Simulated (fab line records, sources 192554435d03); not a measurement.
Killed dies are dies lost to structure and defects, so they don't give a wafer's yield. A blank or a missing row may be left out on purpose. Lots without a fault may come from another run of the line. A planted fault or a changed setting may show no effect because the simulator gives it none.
Chamber matching | flow n5_finfet | N5_HKMG_FIN_PWFM_ALD_03 on ald_metal-02: 4 sister chambers
The step deposits TiN, target thk 2 nm, pulse time 1 s, purge time 3 s. 8 wafers are shown with their chamber, then 12 later ones without.

WAFERS WITH THEIR CHAMBER
wafer  | chamber | heater_power_w (W) | heater_power_outer_w (W)
L078.3 | 3       | 876                | 553
L085.5 | 2       | 767                | 456
L088.1 | 0       | 991                | 575
L088.2 | 1       | 808                | 488
L088.3 | 3       | 886                | 528
L088.4 | 2       | 791                | 468
L088.5 | 0       | 976                | 556
L088.6 | 1       | 802                | 491

WAFERS WITHOUT THEIR CHAMBER
wafer  | heater_power_w (W) | heater_power_outer_w (W)
L090.1 | 978                | 573
L090.2 | 783                | 455
L090.3 | 808                | 499
L092.1 | 763                | 466
L092.4 | 997                | 565
L092.6 | 914                | 543
L093.1 | 894                | 546
L093.2 | 993                | 564
L093.3 | 812                | 509
L093.4 | 791                | 465
L093.5 | 791                | 450
L093.6 | 902                | 534

WHICH CHAMBER EACH WENT THROUGH
wafer  | from the rows above     | in truth
L090.1 | 0                       | 0
L090.2 | 2                       | 2
L090.3 | 1                       | 1
L092.1 | 2                       | 2
L092.4 | 0                       | 0
L092.6 | 3                       | 3
L093.1 | 3                       | 3
L093.2 | 0                       | 0
L093.3 | 1                       | 1
L093.4 | can't be placed: 2 or 1 | 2
L093.5 | 2                       | 2
L093.6 | 3                       | 3
Placed correctly: 11 of 12. Can't be placed from these rows: 1 (the true chamber is among the candidates in 1). Placed wrongly: 0.
How it was worked out, from the rows above alone: a wafer's distance from a chamber is the root of the sum, over the readings, of the square of ((its reading less the chamber's mean) divided by the reading's scatter). The wafer belongs to the nearest chamber; if the next one is less than 2 further off, it can't be placed. A chamber's mean is the mean of its shown wafers. The scatter: the root of (the sum of the squares of (reading less its chamber's mean) over the shown wafers, divided by (wafers less chambers)).
